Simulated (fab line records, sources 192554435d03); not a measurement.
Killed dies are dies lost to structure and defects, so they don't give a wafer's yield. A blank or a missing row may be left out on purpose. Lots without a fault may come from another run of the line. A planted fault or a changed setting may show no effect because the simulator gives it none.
Which tool did it? | flow n5_finfet | 13 lots, 38 wafers sampled, at 2 steps of a route of 1938

WHAT THE GAUGES READ, wafer by wafer
N5_WELL_APT_OVL_MEAS_26. Usual: PWELL_OVL 4 nm, standard deviation 6.
lot  | measured    | on         | PWELL_OVL (nm) | flag
L500 | day 1 15:08 | overlay-02 | 0 -9           |
L501 | day 1 20:53 | overlay-02 | 0 0 11         |
L503 | day 2 09:25 | overlay-01 | 6 -3 -5        |
L505 | day 2 21:02 | overlay-02 | 5 1 10         |
L506 | day 3 02:59 | overlay-01 | 9 7 6          |
L507 | day 3 09:04 | overlay-01 | 5 2 7          |
L508 | day 3 15:22 | overlay-01 | 7 13 1         |
L510 | day 4 03:29 | overlay-01 | -2 3 10        |
L515 | day 5 08:53 | overlay-01 | 9 15 15        |
L519 | day 6 09:35 | overlay-02 | 6 10 9         |
L520 | day 6 15:39 | overlay-02 | -7 2 -3        |
L521 | day 7 01:05 | overlay-02 | 11 14 17       |
L523 | day 7 10:11 | overlay-02 | -2 -6 -2       |

N5_PMOS_HMC_CHANNEL_EPI_CD_MEAS_09: target cd 237.4 nm. Usual: cd_nm 237.4 nm, standard deviation 1.
lot  | measured    | on        | cd_nm (nm)        | flag
L500 | day 1 17:22 | cd_sem-01 | 238.0 239.5       |
L501 | day 1 23:08 | cd_sem-03 | 236.3 238.3 236.3 |
L503 | day 2 11:35 | cd_sem-02 | 236.7 237.3 237.6 |
L505 | day 2 23:23 | cd_sem-02 | 235.6 236.0 236.3 |
L506 | day 3 05:07 | cd_sem-02 | 238.1 236.4 236.9 |
L507 | day 3 11:28 | cd_sem-01 | 236.6 235.2 237.7 |
L508 | day 3 18:12 | cd_sem-01 | 234.5 236.6 236.1 |
L510 | day 4 05:58 | cd_sem-03 | 237.7 236.5 237.9 |
L515 | day 5 11:17 | cd_sem-03 | 240.4 237.5 238.7 |
L519 | day 6 13:01 | cd_sem-03 | 237.1 237.0 237.6 |
L520 | day 6 17:54 | cd_sem-02 | 237.9 237.3 237.2 |
L521 | day 7 03:46 | cd_sem-02 | 237.8 238.9 238.2 |
L523 | day 7 13:58 | cd_sem-03 | 239.2 238.3 238.7 |

WHICH TOOL RAN EACH LOT (tool, then ch and the chambers of the sampled wafers, then the start)
The record holds no process step before these readings.

WHAT THE TOOLS THEMSELVES READ (means of the sampled wafers that have a number; where no wafer has one, the mark that the record gives instead)
The record holds no such reading with a usual standard deviation.

THE ANSWER, worked out from the rows above alone
Rule: a lot is off if the mean of its wafers that have a number lies more than 3 standard deviations from the usual mean. A lot without any number at a reading at which 4 lots or more have one is off too. The other lots that the step has rows for count as sound. The gauges are gone through in route order, then the tools' own readings, and for those a lot's mean is taken as printed above. The first step at which some lot is off is used, and at that step the reading that is off furthest; a lot without a number counts as furthest.
No lot is off at any reading shown: from this, nothing can be told.

WHAT THE SIMULATOR HAD PUT IN
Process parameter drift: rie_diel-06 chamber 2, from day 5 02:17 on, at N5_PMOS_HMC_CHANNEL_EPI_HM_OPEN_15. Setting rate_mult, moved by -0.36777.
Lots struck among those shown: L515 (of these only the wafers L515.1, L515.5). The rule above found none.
